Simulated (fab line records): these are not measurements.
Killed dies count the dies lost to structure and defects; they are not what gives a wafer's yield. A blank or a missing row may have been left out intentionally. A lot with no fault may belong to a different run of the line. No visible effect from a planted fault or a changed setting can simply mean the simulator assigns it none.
A struck lot beside a sound one | flow nandHarc | 15 out of 1302 route steps
Sound: the wafers L796.1, L796.2, L796.6. Wafers struck: L807.1, L807.2, L807.5. The cause is given at the end.
Each step with rows lists, per side, the tool, then ch with its chambers, then its first start. Under that, the readings that differ: sound wafers | struck wafers | difference of the means | sigmas: that difference in standard deviations of wafers without a fault.
alike: words and numbers the same on both sides, and readings whose means are apart by under 2 such deviations; not compared: readings that were withheld, readings missing a value for some wafer, numbers with overlapping values and no deviation given by the record, and bounds like >300 which may hide the same value.
The two part at a step that has a row with sigmas, a row that says differs or no value, or rows on one side only. Numbers that have no deviation but don't overlap get no sigmas and don't part them. Lack of a reading on every wafer of one side parts them only where that side has two or more wafers.

NHARC_A_DECK1_JOINT_CMP_02: polishes SiOx.
  sound on cmp-02 ch 1,2,3, day 13 19:35; struck on cmp-03 ch 0,1,3, day 18 19:17
  alike: edgeZonePressureFrac, motorCurrentA
after that, 1 step had no rows for these wafers: NHARC_A_DECK1_JOINT_SRD_15.
NHARC_A_DECK1_JOINT_DEP_16: deposits SiO2, target thk 45 nm.
  sound on pecvd-04 ch 0,2, day 13 19:55; struck on pecvd-04 ch 0,1,2, day 18 19:44
  alike: heaterPowerW, rfFwdPowerW, throttleValvePct
NHARC_A_DECK1_JOINT_THK_MEAS_17: measures by ellipsometry.
  struck on filmMetro-02, day 18 20:01; sound on filmMetro-02, day 13 20:12
  alike: thkNm
NHARC_A_DECK1_JOINT_INSPECT_05:
  struck on defectInspect-01, day 18 20:02; sound on defectInspect-02, day 13 20:14
  alike: rawDefectCount
then NHARC_A_ONON_D2_DEP_00 (target thk 1000 nm), 1 step lacking rows for these wafers.
NHARC_A_ONON_D2_THK_MEAS_02: measures by ellipsometry.
  struck on filmMetro-01, day 18 20:37; sound on filmMetro-02, day 13 20:49
  alike: thkNm
then NHARC_A_ONON_D2_DEP_03 (target thk 1000 nm), 1 step lacking rows for these wafers.
NHARC_A_ONON_D2_THK_MEAS_05: measures by ellipsometry.
  struck on filmMetro-01, day 18 21:11; sound on filmMetro-02, day 13 21:23
  alike: thkNm
then NHARC_A_ONON_D2_DEP_06 (target thk 1000 nm), 1 step lacking rows for these wafers.
NHARC_A_ONON_D2_THK_MEAS_08: measures by ellipsometry.
  struck on filmMetro-01, day 18 21:44; sound on filmMetro-02, day 13 21:56
  alike: thkNm
NHARC_A_ONON_D2_DEP_09: target thk 1000 nm.
  sound on pecvdOnon-02 ch 0, day 13 22:00; struck on pecvdOnon-03 ch 0, day 18 21:48
  alike: n2FlowSccm
NHARC_A_ONON_D2_THK_MEAS_11: measures by ellipsometry.
  struck on filmMetro-02, day 18 22:19; sound on filmMetro-01, day 13 22:31
reading    | sound       | struck         | difference | sigmas
thkNm (nm) | 978 977 978 | 1057 1059 1058 | +80        | +8
then NHARC_A_ONON_D2_DEP_12 (target thk 1000 nm), 1 step lacking rows for these wafers.
-- record jumps: 12 days between struck wafers' starts before vs after; left off in module A_ONON_D2, resumes in module END, first step shown is number 1302 of the route --
NHARC_END_SORT_01:
  sound on prober-02 ch 0, day 26 15:57; struck on prober-02 ch 0, day 30 15:44
reading       | sound    | struck      | difference | sigmas
killedAtArray | 52 57 56 | 669 672 674 | +617       | +31
killedDies    | 57 65 62 | 676 677 677 | +615       | +31
  alike: killedAtOther, killedAtPeriphery, killedOpen, killedShort

WHERE THEY PART
First at NHARC_A_ONON_D2_THK_MEAS_11; last, within this record, at NHARC_END_SORT_01.

WHY: what had been put in by the simulator
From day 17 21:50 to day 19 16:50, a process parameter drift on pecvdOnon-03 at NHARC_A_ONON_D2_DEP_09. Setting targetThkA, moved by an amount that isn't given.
